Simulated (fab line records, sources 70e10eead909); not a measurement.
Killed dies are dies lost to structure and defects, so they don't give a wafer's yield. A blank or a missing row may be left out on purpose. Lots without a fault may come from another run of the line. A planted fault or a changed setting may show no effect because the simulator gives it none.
Chamber matching | flow nand_harc | NHARC_A_STAIRCASE_TRIM_229 on rie_diel-13: 4 sister chambers
The step chemistry O2, time 211.2 s. 8 wafers are shown with their chamber, then 9 later ones without.

WAFERS WITH THEIR CHAMBER
wafer  | chamber | drypump_motor_current_A (A) | showerhead_plenum_p_Torr (Torr)
L079.4 | 2       | 6.3                         | 3.38
L085.1 | 1       | 5.7                         | 3.76
L085.3 | 2       | 6.4                         | 3.37
L088.4 | 0       | 5.9                         | 3.60
L088.6 | 3       | 5.4                         | 3.49
L090.1 | 0       | 5.9                         | 3.60
L090.2 | 1       | 5.7                         | 3.76
L090.3 | 3       | 5.4                         | 3.49

WAFERS WITHOUT THEIR CHAMBER
wafer  | drypump_motor_current_A (A) | showerhead_plenum_p_Torr (Torr)
L093.2 | 6.3                         | 3.37
L093.4 | 5.9                         | 3.59
L093.6 | 5.7                         | 3.76
L094.1 | 5.9                         | 3.59
L094.2 | 6.3                         | 3.37
L094.5 | 5.4                         | 3.49
L095.2 | 5.4                         | 3.49
L095.4 | 6.3                         | 3.36
L095.6 | 6.4                         | 3.36

WHICH CHAMBER EACH WENT THROUGH
wafer  | from the rows above | in truth
L093.2 | 2                   | 2
L093.4 | 0                   | 0
L093.6 | 1                   | 1
L094.1 | 0                   | 0
L094.2 | 2                   | 2
L094.5 | 3                   | 3
L095.2 | 3                   | 3
L095.4 | 2                   | 2
L095.6 | 2                   | 2
Placed correctly: 9 of 9. Can't be placed from these rows: 0. Placed wrongly: 0.
How it was worked out, from the rows above alone: a wafer's distance from a chamber is the root of the sum, over the readings, of the square of ((its reading less the chamber's mean) divided by the reading's scatter). The wafer belongs to the nearest chamber; if the next one is less than 2 further off, it can't be placed. A chamber's mean is the mean of its shown wafers. The scatter: the root of (the sum of the squares of (reading less its chamber's mean) over the shown wafers, divided by (wafers less chambers)).
